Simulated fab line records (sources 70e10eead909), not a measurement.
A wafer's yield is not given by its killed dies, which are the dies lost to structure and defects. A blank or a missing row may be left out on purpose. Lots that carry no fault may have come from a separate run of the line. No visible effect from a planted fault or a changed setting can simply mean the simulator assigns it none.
fab line records -- flow nand-harc
record lots=24, wafers=72, last-day=35
route steps=1302 shown P_GATE@175 P_M0@263
lots that met no fault: taken from a fault-free run of the same line
start-h: hours from the record's opening day to when the first of the lot's shown wafers began -- wait-h: hours since the lot's step before -- " unchanged from the row above -- L1.1+2: a single row standing in for several wafers -- - either no value or no given start -- * or withheld: withheld -- < > ~ a bound
route shown NAME@n: NAME is a module with steps in the file, n the number in the route of the first one -- usual: mean/standard deviation taken from wafers without a fault -- same: alike in all rows -- chamber/n: place in a boat -- sites: readings site by site -- _std_site: standard deviation of those values -- _edge_site: outer sites' mean less inner sites' -- radius-mm: how far each site lies from the wafer's centre -- mask NAME#n: copy n -- behind: the most recent tool/chamber to have shaped the wafer -- hold: why the lot went on hold/how many hours it stayed there/how the hold came to an end -- device: whichever transistor did not switch (one of n, p or np) -- end of line: the route-end tests of the same wafers -- a step without rows: its recipe alone -- killed: not the wafer's yield, but the dies lost to structure and defects at the first sort -- map: a wafer's dies, marking killed ones x, the rest . and places with no die _
set.NAME: the setting that was run; set.NAME@STEP: the one run at that earlier step -- model.NAME: the simulator's own value behind a step, which no gauge read
route steps across a sampled set of lots; one table per step, one row per wafer
services: from which hour (start-h, from the record's first day; less than 0 if before it) a tool's chamber was out of use, for how many hours, and why
## steps
# step NHARC_P_GATE_STRIP_75
# recipe power-w=1500, temp-c=250, chemistry=O2
# usual drypump-motor-current-A=5.5/0.52, heater-power-w=347/16
lot.wafer,tool,chamber,start-h,wait-h,drypump-motor-current-A,heater-power-w,rf-hours-counter-h
L074.2,plasma-asher-02,0,110.70,0.2,4.8,361,5
L074.6,plasma-asher-02,1,110.70,0.2,5.2,322,-
L074.5,plasma-asher-02,0,110.70,0.2,4.8,358,-
L075.4,plasma-asher-02,1,117.70,0.2,5.2,326,-
L075.3,plasma-asher-02,0,117.70,0.2,4.8,366,-
L075.6,plasma-asher-02,0,117.70,0.2,4.8,359,-
L076.2,plasma-asher-01,0,126.87,0.3,5.8,340,27
L076.4,plasma-asher-01,1,126.87,0.3,6.2,350,-
L076.5,plasma-asher-01,1,126.87,0.3,6.2,358,-
L077.1,plasma-asher-02,1,140.55,0.3,5.2,323,11
L077.2,plasma-asher-02,0,140.55,0.3,4.7,358,11
L077.3,plasma-asher-02,0,140.55,0.3,4.8,358,-
L078.1,plasma-asher-01,1,148.11,0.2,6.1,351,31
L078.2,plasma-asher-01,0,148.11,0.2,5.7,334,31
L078.3,plasma-asher-01,0,148.11,0.2,5.7,336,-
L079.2,plasma-asher-01,1,163.00,0.2,6.2,366,34
L079.4,plasma-asher-01,0,163.00,0.2,5.7,335,-
L079.5,plasma-asher-01,0,163.00,0.2,5.7,340,-
L080.2,plasma-asher-02,1,172.47,0.3,5.2,324,19
L080.1,plasma-asher-02,0,172.47,0.3,4.8,356,19
L080.5,plasma-asher-02,1,172.47,0.3,5.2,317,-
L081.1,plasma-asher-01,1,176.85,0.2,6.2,363,1
L081.4,plasma-asher-01,1,176.85,0.2,6.2,357,-
L081.5,plasma-asher-01,1,176.85,0.2,6.1,360,-
L082.1,plasma-asher-02,1,200.54,0.3,5.2,325,24
L082.2,plasma-asher-02,0,200.54,0.3,4.8,362,24
L082.6,plasma-asher-02,0,200.54,0.3,4.8,354,-
L083.2,plasma-asher-02,0,204.45,0.2,4.8,354,24
L083.5,plasma-asher-02,0,204.45,0.2,4.8,359,-
L083.6,plasma-asher-02,1,204.45,0.2,5.2,323,-
L084.2,plasma-asher-02,1,212.85,0.2,5.2,330,27
L084.4,plasma-asher-02,0,212.85,0.2,4.8,358,-
L084.6,plasma-asher-02,0,212.85,0.2,4.8,360,-
L085.3,plasma-asher-01,1,217.28,0.2,6.1,364,-
L085.5,plasma-asher-01,1,217.28,0.2,6.2,370,-
L085.6,plasma-asher-01,0,217.28,0.2,5.7,333,-
L086.2,plasma-asher-02,1,226.36,0.3,5.2,320,32
L086.3,plasma-asher-02,1,226.36,0.3,5.2,336,-
L086.5,plasma-asher-02,0,226.36,0.3,4.8,356,-
L087.2,plasma-asher-01,1,253.27,0.2,6.1,357,16
L087.3,plasma-asher-01,1,253.27,0.2,6.2,371,-
L087.5,plasma-asher-01,1,253.27,0.2,6.2,372,-
L089.1,plasma-asher-01,1,253.91,0.2,6.1,365,17
L089.6,plasma-asher-01,0,253.91,0.2,5.8,343,-
L089.5,plasma-asher-01,1,253.91,0.2,6.2,367,-
L088.1,plasma-asher-01,1,254.27,0.2,6.1,372,17
L088.2,plasma-asher-01,0,254.27,0.2,5.7,333,17
L088.4,plasma-asher-01,0,254.27,0.2,5.7,337,-
L090.2,plasma-asher-01,1,270.59,0.2,6.2,372,21
L090.3,plasma-asher-01,1,270.59,0.2,6.2,367,-
L090.6,plasma-asher-01,1,270.59,0.2,6.1,365,-
L091.1,plasma-asher-01,1,279.43,0.3,6.2,363,23
L091.4,plasma-asher-01,0,279.43,0.3,5.7,337,-
L091.5,plasma-asher-01,0,279.43,0.3,5.7,325,-
L092.1,plasma-asher-01,0,299.19,0.2,5.8,344,26
L092.3,plasma-asher-01,0,299.19,0.2,5.7,339,-
L092.5,plasma-asher-01,1,299.19,0.2,6.2,373,-
L093.3,plasma-asher-01,0,302.60,0.1,5.7,337,-
L093.6,plasma-asher-01,1,302.60,0.1,6.2,363,-
L093.5,plasma-asher-01,0,302.60,0.1,5.8,330,-
L094.2,plasma-asher-02,0,308.73,0.2,4.8,356,11
L094.4,plasma-asher-02,1,308.73,0.2,5.2,352,-
L094.5,plasma-asher-02,0,308.73,0.2,4.8,347,-
L095.3,plasma-asher-02,1,325.46,0.2,5.2,349,-
L095.6,plasma-asher-02,1,325.46,0.2,5.2,347,-
L095.5,plasma-asher-02,0,325.46,0.2,4.8,355,-
L096.2,plasma-asher-01,1,325.77,0.2,6.1,368,32
L096.3,plasma-asher-01,0,325.77,0.2,5.7,327,-
L096.5,plasma-asher-01,0,325.77,0.2,5.7,335,-
L097.2,plasma-asher-01,1,341.83,0.3,6.2,371,35
L097.3,plasma-asher-01,1,341.83,0.3,6.1,367,-
L097.4,plasma-asher-01,0,341.83,0.3,5.7,338,-
# step NHARC_P_GATE_RTA_82
# recipe temp-c=450, time-s=30
# usual lamp-power-pct=3.73/0.14, lamp_zone_5_pct=3.75/0.14, wafer_temp_C_max=452.9/0.55
lot.wafer,tool,chamber,start-h,wait-h,lamp-power-pct,lamp_zone_5_pct,wafer_temp_C_max
L074.2,rtp-anneal-01,0,116.26,-,3.90,3.92,452.9
L074.5,rtp-anneal-01,0,116.26,-,3.90,3.91,453.2
L074.6,rtp-anneal-01,0,116.26,-,3.91,3.92,453.0
L075.3,rtp-anneal-02,0,123.12,-,3.61,3.63,452.5
L075.4,rtp-anneal-02,0,123.12,-,3.61,3.62,453.3
L075.6,rtp-anneal-02,0,123.12,-,3.61,3.63,452.8
L076.2,rtp-anneal-02,0,132.46,-,3.61,3.62,452.5
L076.4,rtp-anneal-02,0,132.46,-,3.61,3.63,453.8
L076.5,rtp-anneal-02,0,132.46,-,3.61,3.63,453.1
L077.1,rtp-anneal-01,0,146.02,-,3.90,3.92,452.8
L077.2,rtp-anneal-01,0,146.02,-,3.91,3.91,452.4
L077.3,rtp-anneal-01,0,146.02,-,3.90,3.91,452.5
L078.1,rtp-anneal-01,0,153.71,-,3.91,3.92,453.0
L078.2,rtp-anneal-01,0,153.71,-,3.90,3.92,452.7
L078.3,rtp-anneal-01,0,153.71,-,3.90,3.92,453.1
L079.2,rtp-anneal-02,0,168.69,-,3.61,3.62,452.2
L079.4,rtp-anneal-02,0,168.69,-,3.60,3.62,452.2
L079.5,rtp-anneal-02,0,168.69,-,3.61,3.62,452.9
L080.1,rtp-anneal-02,0,178.02,-,3.61,3.62,452.2
L080.2,rtp-anneal-02,0,178.02,-,3.61,3.62,452.3
L080.5,rtp-anneal-02,0,178.02,-,3.61,3.62,452.9
L081.1,rtp-anneal-02,0,182.21,-,3.62,3.62,453.6
L081.4,rtp-anneal-02,0,182.21,-,3.60,3.62,453.2
L081.5,rtp-anneal-02,0,182.21,-,3.62,3.62,453.8
L082.1,rtp-anneal-02,0,205.92,-,3.61,3.62,453.6
L082.2,rtp-anneal-02,0,205.92,-,3.61,3.63,453.6
L082.6,rtp-anneal-02,0,205.92,-,3.61,3.63,453.6
L083.2,rtp-anneal-02,0,209.88,-,3.61,3.63,453.9
L083.5,rtp-anneal-02,0,209.88,-,3.61,3.62,452.8
L083.6,rtp-anneal-02,0,209.88,-,3.61,3.63,453.5
L084.2,rtp-anneal-01,0,218.55,-,3.90,3.92,453.0
L084.4,rtp-anneal-01,0,218.55,-,3.91,3.92,453.0
L084.6,rtp-anneal-01,0,218.55,-,3.90,3.92,453.5
L085.3,rtp-anneal-01,0,222.89,-,3.90,3.92,452.7
L085.5,rtp-anneal-01,0,222.89,-,3.91,3.92,452.7
L085.6,rtp-anneal-01,0,222.89,-,3.89,3.92,453.3
L086.2,rtp-anneal-01,0,231.79,-,3.90,3.92,452.5
L086.3,rtp-anneal-01,0,231.79,-,3.90,3.91,453.4
L086.5,rtp-anneal-01,0,231.79,-,3.90,3.92,452.7
L087.2,rtp-anneal-02,0,260.06,-,3.61,3.62,452.2
L087.3,rtp-anneal-02,0,260.06,-,3.61,3.62,452.2
L087.5,rtp-anneal-02,0,260.06,-,3.61,3.63,452.3
L089.1,rtp-anneal-01,0,260.34,-,3.90,3.92,453.2
L089.5,rtp-anneal-01,0,260.34,-,3.90,3.92,453.4
L089.6,rtp-anneal-01,0,260.34,-,3.90,3.92,452.8
L088.1,rtp-anneal-02,0,261.42,-,3.60,3.62,453.1
L088.2,rtp-anneal-02,0,261.42,-,3.61,3.62,452.5
L088.4,rtp-anneal-02,0,261.42,-,3.60,3.63,452.4
L090.2,rtp-anneal-02,0,276.16,-,3.61,3.62,453.0
L090.3,rtp-anneal-02,0,276.16,-,3.61,3.63,453.2
L090.6,rtp-anneal-02,0,276.16,-,3.62,3.63,454.1
L091.1,rtp-anneal-01,0,284.80,-,3.90,3.91,453.3
L091.4,rtp-anneal-01,0,284.80,-,3.90,3.92,452.6
L091.5,rtp-anneal-01,0,284.80,-,3.91,3.92,452.7
L092.1,rtp-anneal-02,0,304.44,-,3.61,3.62,452.2
L092.3,rtp-anneal-02,0,304.44,-,3.61,3.62,453.1
L092.5,rtp-anneal-02,0,304.44,-,3.60,3.63,452.5
L093.3,rtp-anneal-01,0,308.28,-,3.90,3.92,451.9
L093.5,rtp-anneal-01,0,308.28,-,3.90,3.91,452.4
L093.6,rtp-anneal-01,0,308.28,-,3.91,3.92,453.3
L094.2,rtp-anneal-02,0,314.01,-,3.61,3.62,452.8
L094.4,rtp-anneal-02,0,314.01,-,3.61,3.62,453.1
L094.5,rtp-anneal-02,0,314.01,-,3.62,3.63,453.6
L095.3,rtp-anneal-02,0,331.00,-,3.61,3.63,453.2
L095.5,rtp-anneal-02,0,331.00,-,3.61,3.63,452.6
L095.6,rtp-anneal-02,0,331.00,-,3.61,3.63,453.3
L096.2,rtp-anneal-01,0,331.32,-,3.91,3.91,452.8
L096.3,rtp-anneal-01,0,331.32,-,3.90,3.92,452.5
L096.5,rtp-anneal-01,0,331.32,-,3.90,3.92,452.0
L097.2,rtp-anneal-02,0,347.25,-,3.61,3.63,453.3
L097.3,rtp-anneal-02,0,347.25,-,3.61,3.62,453.0
L097.4,rtp-anneal-02,0,347.25,-,3.61,3.63,453.2
# step NHARC_P_M0_CD_MEAS_09
# recipe target-cd-nm=90, landing-energy-ev=500
# usual cd-nm=89.9/0.77
lot.wafer,tool,chamber,start-h,wait-h,cd-nm
L074.2,cd-sem-03,0,122.57,-,90.6
L074.5,cd-sem-03,0,122.57,-,89.7
L074.6,cd-sem-03,0,122.57,-,90.4
L075.3,cd-sem-01,0,129.22,-,90.2
L075.4,cd-sem-01,0,129.22,-,88.7
L075.6,cd-sem-01,0,129.22,-,89.0
L076.2,cd-sem-01,0,138.34,-,89.6
L076.4,cd-sem-01,0,138.34,-,89.5
L076.5,cd-sem-01,0,138.34,-,89.6
L077.1,cd-sem-02,0,151.89,-,90.0
L077.2,cd-sem-02,0,151.89,-,88.8
L077.3,cd-sem-02,0,151.89,-,89.2
L078.1,cd-sem-02,0,159.79,-,89.5
L078.2,cd-sem-02,0,159.79,-,89.3
L078.3,cd-sem-02,0,159.79,-,88.6
L079.2,cd-sem-02,0,174.66,-,89.7
L079.4,cd-sem-02,0,174.66,-,91.3
L079.5,cd-sem-02,0,174.66,-,90.7
L080.1,cd-sem-01,0,184.06,-,88.5
L080.2,cd-sem-01,0,184.06,-,88.6
L080.5,cd-sem-01,0,184.06,-,89.4
L081.1,cd-sem-02,0,188.57,-,91.1
L081.4,cd-sem-02,0,188.57,-,91.6
L081.5,cd-sem-02,0,188.57,-,90.0
L082.1,cd-sem-01,0,211.93,-,89.0
L082.2,cd-sem-01,0,211.93,-,90.1
L082.6,cd-sem-01,0,211.93,-,89.8
L083.2,cd-sem-01,0,215.96,-,89.9
L083.5,cd-sem-01,0,215.96,-,90.3
L083.6,cd-sem-01,0,215.96,-,89.8
L084.2,cd-sem-01,0,224.41,-,91.6
L084.4,cd-sem-01,0,224.41,-,89.6
L084.6,cd-sem-01,0,224.41,-,89.9
L085.3,cd-sem-01,0,228.89,-,89.4
L085.5,cd-sem-01,0,228.89,-,89.5
L085.6,cd-sem-01,0,228.89,-,88.7
L086.2,cd-sem-03,0,237.71,-,90.3
L086.3,cd-sem-03,0,237.71,-,91.0
L086.5,cd-sem-03,0,237.71,-,90.8
L087.2,cd-sem-02,0,266.07,-,89.9
L087.3,cd-sem-02,0,266.07,-,90.3
L087.5,cd-sem-02,0,266.07,-,90.6
L089.1,cd-sem-03,0,266.31,-,90.1
L089.5,cd-sem-03,0,266.31,-,90.6
L089.6,cd-sem-03,0,266.31,-,89.9
L088.1,cd-sem-02,0,267.15,-,90.2
L088.2,cd-sem-02,0,267.15,-,90.2
L088.4,cd-sem-02,0,267.15,-,90.9
L090.2,cd-sem-01,0,281.86,-,89.2
L090.3,cd-sem-01,0,281.86,-,90.2
L090.6,cd-sem-01,0,281.86,-,89.7
L091.1,cd-sem-03,0,290.78,-,89.9
L091.4,cd-sem-03,0,290.78,-,91.6
L091.5,cd-sem-03,0,290.78,-,90.0
L092.1,cd-sem-01,0,310.40,-,89.2
L092.3,cd-sem-01,0,310.40,-,88.6
L092.5,cd-sem-01,0,310.40,-,89.7
L093.3,cd-sem-01,0,313.94,-,89.7
L093.5,cd-sem-01,0,313.94,-,90.3
L093.6,cd-sem-01,0,313.94,-,89.8
L094.2,cd-sem-02,0,320.01,-,89.6
L094.4,cd-sem-02,0,320.01,-,90.4
L094.5,cd-sem-02,0,320.01,-,89.7
L095.3,cd-sem-03,0,337.48,-,90.5
L095.5,cd-sem-03,0,337.48,-,91.1
L095.6,cd-sem-03,0,337.48,-,91.9
L096.2,cd-sem-01,0,337.63,-,89.3
L096.3,cd-sem-01,0,337.63,-,89.1
L096.5,cd-sem-01,0,337.63,-,89.2
L097.2,cd-sem-03,0,353.19,-,88.6
L097.3,cd-sem-03,0,353.19,-,89.6
L097.4,cd-sem-03,0,353.19,-,89.2
# step NHARC_P_M0_PRE_CLEAN_29
# recipe time-s=30, temp-c=280, gas=H2/He
# usual heater-power-w=409/40
lot.wafer,tool,chamber,start-h,wait-h,heater-power-w
L074.2,pvd-sputter-02,-,-,-,436
L074.6,pvd-sputter-02,-,-,-,417
L074.5,pvd-sputter-02,-,-,-,431
L075.3,pvd-sputter-02,-,-,-,376
L075.4,pvd-sputter-02,-,-,-,438
L075.6,pvd-sputter-02,-,-,-,474
L076.2,pvd-sputter-02,-,-,-,477
L076.4,pvd-sputter-02,-,-,-,414
L076.5,pvd-sputter-02,-,-,-,387
L077.3,pvd-sputter-03,-,-,-,449
L077.1,pvd-sputter-03,-,-,-,432
L077.2,pvd-sputter-03,-,-,-,408
L078.1,pvd-sputter-03,-,-,-,419
L078.3,pvd-sputter-03,-,-,-,345
L078.2,pvd-sputter-03,-,-,-,421
L079.4,pvd-sputter-02,-,-,-,476
L079.2,pvd-sputter-02,-,-,-,386
L079.5,pvd-sputter-02,-,-,-,487
L080.2,pvd-sputter-02,-,-,-,379
L080.1,pvd-sputter-02,-,-,-,409
L080.5,pvd-sputter-02,-,-,-,371
L081.4,pvd-sputter-02,-,-,-,468
L081.1,pvd-sputter-02,-,-,-,417
L081.5,pvd-sputter-02,-,-,-,376
L082.1,pvd-sputter-03,-,-,-,383
L082.2,pvd-sputter-03,-,-,-,448
L082.6,pvd-sputter-03,-,-,-,438
L083.2,pvd-sputter-02,-,-,-,404
L083.5,pvd-sputter-02,-,-,-,402
L083.6,pvd-sputter-02,-,-,-,431
L084.4,pvd-sputter-01,-,-,-,403
L084.2,pvd-sputter-01,-,-,-,348
L084.6,pvd-sputter-01,-,-,-,453
L085.3,pvd-sputter-02,-,-,-,485
L085.6,pvd-sputter-02,-,-,-,433
L085.5,pvd-sputter-02,-,-,-,371
L086.2,pvd-sputter-03,-,-,-,381
L086.3,pvd-sputter-03,-,-,-,437
L086.5,pvd-sputter-03,-,-,-,413
L087.3,pvd-sputter-03,-,-,-,388
L087.2,pvd-sputter-03,-,-,-,342
L087.5,pvd-sputter-03,-,-,-,382
L089.1,pvd-sputter-02,-,-,-,417
L089.6,pvd-sputter-02,-,-,-,378
L089.5,pvd-sputter-02,-,-,-,474
L088.2,pvd-sputter-01,-,-,-,341
L088.4,pvd-sputter-01,-,-,-,427
L088.1,pvd-sputter-01,-,-,-,352
L090.2,pvd-sputter-01,-,-,-,428
L090.3,pvd-sputter-01,-,-,-,339
L090.6,pvd-sputter-01,-,-,-,361
L091.4,pvd-sputter-01,-,-,-,339
L091.1,pvd-sputter-01,-,-,-,452
L091.5,pvd-sputter-01,-,-,-,427
L092.3,pvd-sputter-01,-,-,-,351
L092.1,pvd-sputter-01,-,-,-,451
L092.5,pvd-sputter-01,-,-,-,353
L093.3,pvd-sputter-02,-,-,-,369
L093.6,pvd-sputter-02,-,-,-,456
L093.5,pvd-sputter-02,-,-,-,419
L094.2,pvd-sputter-03,-,-,-,361
L094.4,pvd-sputter-03,-,-,-,452
L094.5,pvd-sputter-03,-,-,-,399
L095.3,pvd-sputter-02,-,-,-,431
L095.5,pvd-sputter-02,-,-,-,418
L095.6,pvd-sputter-02,-,-,-,425
L096.2,pvd-sputter-03,-,-,-,411
L096.3,pvd-sputter-03,-,-,-,451
L096.5,pvd-sputter-03,-,-,-,407
L097.2,pvd-sputter-02,-,-,-,373
L097.3,pvd-sputter-02,-,-,-,458
L097.4,pvd-sputter-02,-,-,-,431
# step NHARC_P_M0_PVD_21
# recipe target-thk-a=300, chamber-pressure-pa=5, power-w=5000, substrate-temp-c=30, time-s=20.49, material=Cu
# usual substrate-temp-c=30.00/0.092, throttle-valve-pct=30.3/1.6
lot.wafer,tool,chamber,start-h,wait-h,substrate-temp-c,throttle-valve-pct
L074.2,pvd-sputter-02,-,-,-,29.99,27.9
L074.6,pvd-sputter-02,-,-,-,30.18,28.4
L074.5,pvd-sputter-02,-,-,-,30.18,33.2
L075.4,pvd-sputter-02,-,-,-,30.01,28.1
L075.3,pvd-sputter-02,-,-,-,29.96,33.0
L075.6,pvd-sputter-02,-,-,-,29.85,30.9
L076.2,pvd-sputter-02,-,-,-,29.99,32.9
L076.4,pvd-sputter-02,-,-,-,29.90,28.0
L076.5,pvd-sputter-02,-,-,-,29.96,33.1
L077.2,pvd-sputter-03,-,-,-,30.10,31.3
L077.1,pvd-sputter-03,-,-,-,30.06,30.2
L077.3,pvd-sputter-03,-,-,-,29.91,30.8
L078.3,pvd-sputter-03,-,-,-,30.00,31.1
L078.2,pvd-sputter-03,-,-,-,30.01,30.2
L078.1,pvd-sputter-03,-,-,-,30.00,31.1
L079.4,pvd-sputter-02,-,-,-,29.85,33.2
L079.2,pvd-sputter-02,-,-,-,30.18,27.8
L079.5,pvd-sputter-02,-,-,-,30.13,28.1
L080.2,pvd-sputter-02,-,-,-,30.00,28.1
L080.1,pvd-sputter-02,-,-,-,29.86,32.9
L080.5,pvd-sputter-02,-,-,-,30.00,31.0
L081.1,pvd-sputter-02,-,-,-,30.22,28.0
L081.4,pvd-sputter-02,-,-,-,30.04,30.6
L081.5,pvd-sputter-02,-,-,-,29.97,30.6
L082.2,pvd-sputter-03,-,-,-,29.84,30.5
L082.1,pvd-sputter-03,-,-,-,30.03,30.9
L082.6,pvd-sputter-03,-,-,-,29.87,30.7
L083.2,pvd-sputter-02,-,-,-,30.04,28.0
L083.6,pvd-sputter-02,-,-,-,30.17,33.1
L083.5,pvd-sputter-02,-,-,-,30.17,28.1
L084.2,pvd-sputter-01,-,-,-,30.06,29.3
L084.4,pvd-sputter-01,-,-,-,29.99,30.5
L084.6,pvd-sputter-01,-,-,-,30.03,31.6
L085.3,pvd-sputter-02,-,-,-,29.90,33.0
L085.6,pvd-sputter-02,-,-,-,29.94,27.9
L085.5,pvd-sputter-02,-,-,-,29.77,31.0
L086.3,pvd-sputter-03,-,-,-,30.11,31.4
L086.2,pvd-sputter-03,-,-,-,29.83,30.4
L086.5,pvd-sputter-03,-,-,-,30.14,30.4
L087.2,pvd-sputter-03,-,-,-,30.17,31.5
L087.3,pvd-sputter-03,-,-,-,30.00,31.1
L087.5,pvd-sputter-03,-,-,-,30.15,31.5
L089.1,pvd-sputter-02,-,-,-,30.04,28.1
L089.5,pvd-sputter-02,-,-,-,29.87,28.1
L089.6,pvd-sputter-02,-,-,-,29.95,32.7
L088.2,pvd-sputter-01,-,-,-,29.76,30.8
L088.4,pvd-sputter-01,-,-,-,29.95,29.4
L088.1,pvd-sputter-01,-,-,-,29.95,32.0
L090.2,pvd-sputter-01,-,-,-,29.93,32.0
L090.3,pvd-sputter-01,-,-,-,29.96,28.8
L090.6,pvd-sputter-01,-,-,-,29.96,29.2
L091.4,pvd-sputter-01,-,-,-,29.95,30.7
L091.1,pvd-sputter-01,-,-,-,29.95,32.0
L091.5,pvd-sputter-01,-,-,-,29.97,29.5
L092.3,pvd-sputter-01,-,-,-,29.81,31.6
L092.1,pvd-sputter-01,-,-,-,29.91,29.3
L092.5,pvd-sputter-01,-,-,-,30.08,29.1
L093.3,pvd-sputter-02,-,-,-,30.05,28.5
L093.5,pvd-sputter-02,-,-,-,29.96,32.7
L093.6,pvd-sputter-02,-,-,-,29.98,28.3
L094.2,pvd-sputter-03,-,-,-,29.99,31.0
L094.4,pvd-sputter-03,-,-,-,29.94,30.4
L094.5,pvd-sputter-03,-,-,-,29.85,31.4
L095.3,pvd-sputter-02,-,-,-,30.01,30.6
L095.5,pvd-sputter-02,-,-,-,29.97,28.0
L095.6,pvd-sputter-02,-,-,-,30.11,32.8
L096.2,pvd-sputter-03,-,-,-,30.09,31.0
L096.3,pvd-sputter-03,-,-,-,30.05,31.6
L096.5,pvd-sputter-03,-,-,-,30.12,31.2
L097.2,pvd-sputter-02,-,-,-,30.06,28.9
L097.4,pvd-sputter-02,-,-,-,29.94,30.7
L097.3,pvd-sputter-02,-,-,-,30.01,28.1
# step NHARC_P_M0_CMP_23
# recipe t-overpolish-s=20, target-thk-nm=117.54
# usual motor-current-A=12.8/0.81, time-to-endpoint-s=28.8/2.2
lot.wafer,tool,chamber,start-h,wait-h,motor-current-A,time-to-endpoint-s
L074.2,cmp-01,1,124.84,-,12.5,33.8
L074.5,cmp-01,1,124.84,-,12.4,31.4
L074.6,cmp-01,2,124.84,-,13.6,31.8
L075.4,cmp-04,3,131.42,-,11.4,26.7
L075.3,cmp-04,0,131.42,-,13.1,30.8
L075.6,cmp-04,3,131.42,-,11.9,29.0
L076.2,cmp-02,3,140.52,-,12.6,27.2
L076.4,cmp-02,0,140.52,-,13.4,29.2
L076.5,cmp-02,0,140.52,-,13.2,26.6
L077.2,cmp-04,1,154.13,-,13.6,31.2
L077.3,cmp-04,3,154.13,-,11.6,29.6
L077.1,cmp-04,0,154.13,-,12.7,29.6
L078.1,cmp-01,0,162.05,-,12.4,24.8
L078.2,cmp-01,1,162.05,-,12.5,28.0
L078.3,cmp-01,3,162.05,-,12.3,27.0
L079.2,cmp-02,0,176.87,-,13.5,26.7
L079.4,cmp-02,1,176.87,-,11.4,27.5
L079.5,cmp-02,0,176.87,-,12.6,28.7
L080.2,cmp-04,2,187.53,-,13.0,30.5
L080.1,cmp-04,3,187.53,-,11.3,29.2
L080.5,cmp-04,1,187.53,-,14.4,30.0
L081.1,cmp-01,0,190.81,-,13.3,27.4
L081.4,cmp-01,1,190.81,-,13.6,31.6
L081.5,cmp-01,2,190.81,-,13.4,31.2
L082.1,cmp-01,2,214.25,-,13.4,27.9
L082.2,cmp-01,1,214.25,-,12.4,31.3
L082.6,cmp-01,3,214.25,-,12.5,32.6
L083.2,cmp-01,1,218.17,-,13.0,27.1
L083.6,cmp-01,0,218.17,-,12.4,22.4
L083.5,cmp-01,1,218.17,-,12.7,28.4
L084.4,cmp-02,1,226.65,-,11.8,28.4
L084.2,cmp-02,2,226.65,-,11.4,30.0
L084.6,cmp-02,3,226.65,-,12.4,27.6
L085.3,cmp-02,0,231.20,-,13.4,26.8
L085.5,cmp-02,0,231.20,-,12.8,26.3
L085.6,cmp-02,1,231.20,-,11.3,26.5
L086.3,cmp-04,0,239.90,-,12.7,28.1
L086.2,cmp-04,2,239.90,-,13.5,29.6
L086.5,cmp-04,1,239.90,-,13.4,27.4
L087.2,cmp-04,1,268.29,-,13.7,29.0
L087.3,cmp-04,3,268.29,-,11.6,29.0
L087.5,cmp-04,1,268.29,-,13.9,28.8
L089.1,cmp-02,0,268.73,-,13.2,26.8
L089.6,cmp-02,1,268.73,-,11.0,28.8
L089.5,cmp-02,2,268.73,-,11.6,27.6
L088.2,cmp-04,1,269.40,-,14.8,29.7
L088.4,cmp-04,2,269.40,-,13.6,29.3
L088.1,cmp-04,3,269.40,-,12.7,25.1
L090.3,cmp-02,1,284.09,-,11.5,28.3
L090.2,cmp-02,2,284.09,-,12.1,26.5
L090.6,cmp-02,1,284.09,-,11.6,26.1
L091.1,cmp-01,1,293.43,-,12.7,30.6
L091.4,cmp-01,2,293.43,-,13.7,31.7
L091.5,cmp-01,0,293.43,-,13.0,25.5
L092.3,cmp-02,3,312.63,-,13.1,27.4
L092.1,cmp-02,0,312.63,-,12.9,27.0
L092.5,cmp-02,3,312.63,-,12.7,28.7
L093.3,cmp-02,0,316.21,-,13.3,29.4
L093.6,cmp-02,2,316.21,-,11.6,29.8
L093.5,cmp-02,3,316.21,-,12.4,29.8
L094.2,cmp-04,2,322.22,-,13.7,31.4
L094.4,cmp-04,0,322.22,-,13.0,32.2
L094.5,cmp-04,3,322.22,-,11.5,29.1
L095.3,cmp-02,1,339.77,-,11.5,28.5
L095.5,cmp-02,3,339.77,-,12.8,26.9
L095.6,cmp-02,0,339.77,-,13.2,27.7
L096.3,cmp-01,0,340.07,-,12.9,30.5
L096.2,cmp-01,1,340.07,-,12.6,33.0
L096.5,cmp-01,2,340.07,-,13.6,31.6
L097.4,cmp-04,0,355.69,-,13.2,28.0
L097.2,cmp-04,1,355.69,-,14.5,27.5
L097.3,cmp-04,2,355.69,-,13.7,29.7
## services
tool,chamber,start-h,hours,kind
pvd-sputter-02,-,104.05,10.0,pm
cmp-04,-,113.07,4.0,pm
pvd-sputter-01,-,122.92,8.7,repair
cmp-04,-,128.31,1.7,repair
cmp-02,-,128.37,0.8,repair
cmp-02,-,134.65,4.0,pm
plasma-asher-01,-,165.53,9.0,pm
pvd-sputter-03,-,168.65,0.8,repair
pvd-sputter-03,-,170.06,10.0,pm
cmp-02,-,174.44,1.0,repair
cmp-04,-,179.10,1.0,repair
cmp-04,-,202.38,1.3,repair
cmp-04,-,211.07,4.0,pm
cmp-02,-,220.00,3.3,repair
plasma-asher-01,-,220.77,3.8,repair
pvd-sputter-01,-,226.00,10.0,pm
cmp-02,-,232.65,4.0,pm
pvd-sputter-01,-,244.15,6.5,repair
plasma-asher-02,-,249.00,9.0,pm
pvd-sputter-02,-,282.05,10.0,pm
pvd-sputter-03,-,286.18,9.4,repair
plasma-asher-01,-,291.09,1.2,repair
cmp-02,-,330.65,4.0,pm
plasma-asher-01,-,342.73,9.0,pm
## key
fault none
